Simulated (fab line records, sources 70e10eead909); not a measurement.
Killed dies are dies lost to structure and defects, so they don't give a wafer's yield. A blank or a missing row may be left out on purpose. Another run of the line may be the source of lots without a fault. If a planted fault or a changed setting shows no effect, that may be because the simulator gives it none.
fab line records    flow nand_harc
record: lots: 13  wafers: 39  last_day: 24
route steps=1159 shown P_ZERO_WELL@26 P_STI@84 END@1159
lots that met no fault: taken from a fault-free run of the same line
start_h: hours from the record's opening day to when the first of the lot's shown wafers began    wait_h: hours from the lot's prior step to this one    " same as the row above    L1.1+2: a row that stands for several wafers    - no value, or no start given    * or withheld: withheld    < > ~ a bound
route shown NAME@n: names a module that has steps shown in the file, with the first one's number in the route    usual: mean/standard deviation of fault-free wafers    same: alike in all rows    chamber/n: place in a boat    sites: each site's reading    _std_site: how widely they spread, as a standard deviation    _edge_site: mean of outer sites minus mean of inner sites    radius_mm: how far each site lies from the wafer's centre    mask NAME#n: copy n    behind: the tool/chamber that last shaped the wafer    hold: the reason the lot was held/the length of the hold in hours/how it ended    device: which transistor (n, p or np) failed to switch    end of line: the route-end tests of the same wafers    for a step that has no rows: nothing shown but its recipe    killed: the dies lost at the first sort to structure and to defects; this is not the yield of the wafer    map: a wafer's dies, marking killed ones x, the rest . and places with no die _
set.NAME: setting as actually run; set.NAME@STEP: the setting as run at that earlier step    model.NAME: the simulator's own value behind a step, which no gauge read
a sample of lots followed through the steps of the route, with each step as a table and each wafer as a row
services: a tool's chamber out of use, with start hour (start_h, from the record's first day; less than 0 if before it), hours out, and reason
== steps ==
step: NHARC_P_ZERO_WELL_EXPOSE_21
recipe: na: 0.6  target_cd_nm: 720  dose_mj: 22.31  mask_id: P_NWELL
lot.wafer   tool            chamber  start_h  wait_h  mask
L625.2+4+6  krf_scanner-03  0        20.48    -       P_NWELL#0
L627.4+5+6  krf_scanner-02  0        32.34    -       P_NWELL#0
L628.1+2+6  krf_scanner-04  0        38.42    -       P_NWELL#0
L629.2+4+6  krf_scanner-02  0        44.46    -       P_NWELL#0
L630.1+2+6  krf_scanner-03  0        50.44    -       P_NWELL#0
L631.2+3+5  krf_scanner-02  0        56.33    -       P_NWELL#0
L633.1+3+5  krf_scanner-03  0        68.52    -       P_NWELL#0
L634.1+2+4  krf_scanner-02  0        74.46    -       P_NWELL#0
L637.4+5+6  krf_scanner-02  0        92.48    -       P_NWELL_R1#0
L639.1+5+6  krf_scanner-02  0        104.18   -       P_NWELL#0
L643.2+4+6  krf_scanner-02  0        128.43   -       P_NWELL#0
L645.2+4+6  krf_scanner-03  0        140.44   -       P_NWELL#0
L647.1+2+3  krf_scanner-04  0        152.41   -       P_NWELL#0
step: NHARC_P_ZERO_WELL_CD_MEAS_24
recipe: target_cd_nm: 720  landing_energy_ev: 500
usual: cd_nm: 720.6/1.7
lot.wafer  tool       chamber  start_h  wait_h  cd_nm
L625.2     cd_sem-03  0        20.64    -       720.4
L625.4     "          0        "        "       721.4
L625.6     "          0        "        "       722.3
L627.4     cd_sem-01  0        32.48    -       721.5
L627.5     "          0        "        "       722.5
L627.6     "          0        "        "       722.4
L628.1     cd_sem-02  0        38.58    -       720.4
L628.2     "          0        "        "       719.6
L628.6     "          0        "        "       721.8
L629.2     cd_sem-03  0        44.61    -       723.1
L629.4     "          0        "        "       722.5
L629.6     "          0        "        "       722.9
L630.1     cd_sem-03  0        50.60    -       722.4
L630.2     "          0        "        "       718.9
L630.6     "          0        "        "       721.2
L631.2     cd_sem-03  0        56.48    -       722.9
L631.3     "          0        "        "       721.3
L631.5     "          0        "        "       721.5
L633.1     cd_sem-03  0        68.67    -       721.2
L633.3     "          0        "        "       720.2
L633.5     "          0        "        "       721.3
L634.1     cd_sem-01  0        74.62    -       719.3
L634.2     "          0        "        "       721.5
L634.4     "          0        "        "       719.6
L637.4     cd_sem-03  0        92.63    -       689.7
L637.5     "          0        "        "       689.4
L637.6     "          0        "        "       690.2
L639.1     cd_sem-01  0        104.34   -       721.9
L639.5     "          0        "        "       721.7
L639.6     "          0        "        "       719.4
L643.2     cd_sem-01  0        128.59   -       718.9
L643.4     "          0        "        "       720.9
L643.6     "          0        "        "       718.0
L645.2     cd_sem-03  0        140.59   -       721.0
L645.4     "          0        "        "       718.8
L645.6     "          0        "        "       722.7
L647.1     cd_sem-03  0        152.57   -       720.1
L647.2     "          0        "        "       721.5
L647.3     "          0        "        "       721.1
step: NHARC_P_ZERO_WELL_CD_MEAS_52
recipe: target_cd_nm: 2000  landing_energy_ev: 500
usual: cd_nm: 1999.5/1.6
lot.wafer  tool       chamber  start_h  wait_h  cd_nm
L627.4     cd_sem-03  0        35.87    -       2000.3
L627.5     "          0        "        "       1996.2
L627.6     "          0        "        "       1999.8
L625.2     cd_sem-02  0        40.07    -       1996.6
L625.4     "          0        "        "       1998.2
L625.6     "          0        "        "       1999.5
L628.1     cd_sem-02  0        41.92    -       1997.8
L628.2     "          0        "        "       2000.0
L628.6     "          0        "        "       2001.9
L629.2     cd_sem-03  0        47.77    -       2000.2
L629.4     "          0        "        "       2002.1
L629.6     "          0        "        "       1998.2
L630.1     cd_sem-01  0        53.64    -       1997.4
L630.2     "          0        "        "       1997.8
L630.6     "          0        "        "       2000.9
L631.2     cd_sem-01  0        59.64    -       1999.6
L631.3     "          0        "        "       2000.1
L631.5     "          0        "        "       2000.0
L633.1     cd_sem-01  0        71.89    -       1997.8
L633.3     "          0        "        "       2002.0
L633.5     "          0        "        "       1998.9
L634.1     cd_sem-01  0        77.81    -       2000.3
L634.2     "          0        "        "       2001.6
L634.4     "          0        "        "       1999.6
L637.4     cd_sem-01  0        95.94    -       1997.0
L637.5     "          0        "        "       1995.2
L637.6     "          0        "        "       1999.1
L639.1     cd_sem-02  0        107.54   -       2000.4
L639.5     "          0        "        "       2000.7
L639.6     "          0        "        "       1999.8
L643.2     cd_sem-01  0        131.76   -       1998.4
L643.4     "          0        "        "       2000.5
L643.6     "          0        "        "       1996.8
L645.2     cd_sem-03  0        143.61   -       2002.2
L645.4     "          0        "        "       2000.8
L645.6     "          0        "        "       2001.5
L647.1     cd_sem-03  0        155.75   -       1999.6
L647.2     "          0        "        "       1999.3
L647.3     "          0        "        "       1998.4
step: NHARC_P_STI_OVL_MEAS_10
usual: overlay_x_nm: 1/6.3  overlay_y_nm: -1/6
lot.wafer  tool        chamber  start_h  wait_h  overlay_x_nm  overlay_y_nm
L627.4     overlay-02  -        50.03    -       -5            -1
L627.5     "           -        "        "       -5            -2
L627.6     "           -        "        "       -4            -2
L628.1     overlay-01  -        57.26    -       4             -5
L628.2     "           -        "        "       4             -4
L628.6     "           -        "        "       5             -5
L625.2     overlay-02  -        57.42    -       -1            3
L625.4     "           -        "        "       -2            2
L625.6     "           -        "        "       -1            2
L629.2     overlay-02  -        66.12    -       4             -8
L629.4     "           -        "        "       5             -8
L629.6     "           -        "        "       5             -8
L630.1     overlay-02  -        70.99    -       -4            -8
L630.2     "           -        "        "       -4            -7
L630.6     "           -        "        "       -4            -7
L631.2     overlay-01  -        78.29    -       1             -11
L631.3     "           -        "        "       0             -10
L631.5     "           -        "        "       0             -11
L633.1     overlay-01  -        91.30    -       9             5
L633.3     "           -        "        "       9             5
L633.5     "           -        "        "       9             5
L634.1     overlay-01  -        99.87    -       3             5
L634.2     "           -        "        "       2             4
L634.4     "           -        "        "       3             5
L637.4     overlay-01  -        112.67   -       5             -12
L637.5     "           -        "        "       6             -13
L637.6     "           -        "        "       6             -12
L639.1     overlay-02  -        126.58   -       -3            -5
L639.5     "           -        "        "       -3            -5
L639.6     "           -        "        "       -3            -5
L643.2     overlay-01  -        145.80   -       11            10
L643.4     "           -        "        "       11            10
L643.6     "           -        "        "       11            9
L645.2     overlay-02  -        162.10   -       8             -4
L645.4     "           -        "        "       7             -3
L645.6     "           -        "        "       7             -4
L647.1     overlay-01  -        173.90   -       -6            8
L647.2     "           -        "        "       -6            8
L647.3     "           -        "        "       -7            8
step: NHARC_P_STI_INSPECT_11
usual: raw_defect_count: 5.7/2.9
lot.wafer  tool               chamber  start_h  wait_h  raw_defect_count
L627.4     defect_inspect-01  -        50.07    0.0     3
L627.5     "                  -        "        "       3
L627.6     "                  -        "        "       4
L628.1     defect_inspect-01  -        57.30    0.0     7
L628.2     "                  -        "        "       9
L628.6     "                  -        "        "       7
L625.2     defect_inspect-01  -        57.46    0.0     5
L625.4     "                  -        "        "       3
L625.6     "                  -        "        "       4
L629.2     defect_inspect-01  -        66.15    0.0     11
L629.4     "                  -        "        "       8
L629.6     "                  -        "        "       10
L630.1     defect_inspect-01  -        71.03    0.0     7
L630.2     "                  -        "        "       6
L630.6     "                  -        "        "       2
L631.2     defect_inspect-02  -        78.32    0.0     3
L631.3     "                  -        "        "       19
L631.5     "                  -        "        "       12
L633.1     defect_inspect-01  -        91.33    0.0     1
L633.3     "                  -        "        "       4
L633.5     "                  -        "        "       6
L634.1     defect_inspect-02  -        99.91    0.0     9
L634.2     "                  -        "        "       14
L634.4     "                  -        "        "       9
L637.4     defect_inspect-02  -        112.71   0.0     5
L637.5     "                  -        "        "       7
L637.6     "                  -        "        "       5
L639.1     defect_inspect-02  -        126.62   0.0     8
L639.5     "                  -        "        "       2
L639.6     "                  -        "        "       3
L643.2     defect_inspect-02  -        145.84   0.0     6
L643.4     "                  -        "        "       9
L643.6     "                  -        "        "       8
L645.2     defect_inspect-02  -        162.14   0.0     4
L645.4     "                  -        "        "       1
L645.6     "                  -        "        "       6
L647.1     defect_inspect-01  -        173.94   0.0     6
L647.2     "                  -        "        "       4
L647.3     "                  -        "        "       5
step: NHARC_END_SORT_01
recipe: temp_c: 25
usual: killed_at_array: 29/9.4  killed_at_other: 0.7/1.3  killed_at_periphery: 2.9/2.1  killed_dies: 32/9  killed_open: 3.3/1.8  killed_short: 1.9/1.4
same: gross_dies: 677
lot.wafer  tool       chamber  start_h  wait_h  killed_at_array  killed_at_other  killed_at_periphery  killed_dies  killed_open  killed_short
L634.1     prober-01  0        503.24   2.5     35               0                9                    44           4            3
L634.4     prober-01  0        505.64   3.4     22               0                7                    29           3            0
killed by level:class
L634.1 A_SGD_CUT:chamber_film_flake=10 A_SLIT:chamber_film_flake=9 A_CHANNEL_HOLE_D1:chamber_film_flake=7 P_GATE:chamber_film_flake=4 A_CONTACT:chamber_film_flake=4 P_ZERO_WELL:chamber_film_flake=3 P_GATE:geometric_particle:open=1 P_M0:geometric_particle:open=1
L634.4 A_SLIT:chamber_film_flake=9 P_ZERO_WELL:chamber_film_flake=4 A_CHANNEL_HOLE_D1:chamber_film_flake=4 A_SGD_CUT:chamber_film_flake=4 A_CONTACT:geometric_particle:open=2 P_GATE:chamber_film_flake=2 A_SGD_CUT:geometric_particle:open=1 P_BONDPAD:chamber_film_flake=1
== services ==
tool            chamber  start_h  hours  kind
krf_scanner-04  0        7.42     -      calibration
krf_scanner-04  -        15.83    0.3    repair
krf_scanner-02  -        38.00    4.0    pm
krf_scanner-04  -        53.65    0.9    repair
krf_scanner-03  0        61.41    -      calibration
krf_scanner-03  -        100.26   0.5    repair
krf_scanner-02  -        107.01   2.9    repair
krf_scanner-04  -        111.07   21.8   repair
krf_scanner-04  -        141.17   3.5    repair
== key ==
first_sign: step: NHARC_P_ZERO_WELL_EXPOSE_21  reading: mask  direction: changed
effect: step: NHARC_P_ZERO_WELL_CD_MEAS_24  reading: cd_nm  direction: down  sigmas: 18  usual: 720.6  struck: 689.8
met_at NHARC_P_ZERO_WELL_EXPOSE_21
struck_lots L637
tester_left_out L637
not_acting_at NHARC_P_ZERO_WELL_CD_MEAS_52,NHARC_P_STI_OVL_MEAS_10,NHARC_P_STI_INSPECT_11
onset_between 74.46 92.48
fault: kind: wrong_mask  tool: any  chamber: -  onset_h: 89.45  steps: NHARC_P_ZERO_WELL_EXPOSE_21  aux_copy: P_NWELL_R1#0  cd_offset_nm: -26.974  scope: struck_lots_only
tester_left_out: of these lots the tester's yield and bins aren't shown, on N5 and GAA mostly nor the transistor test; their killed dies are dies lost to structure and defects alone, not to doping, threshold or leakage, so they don't give the yield
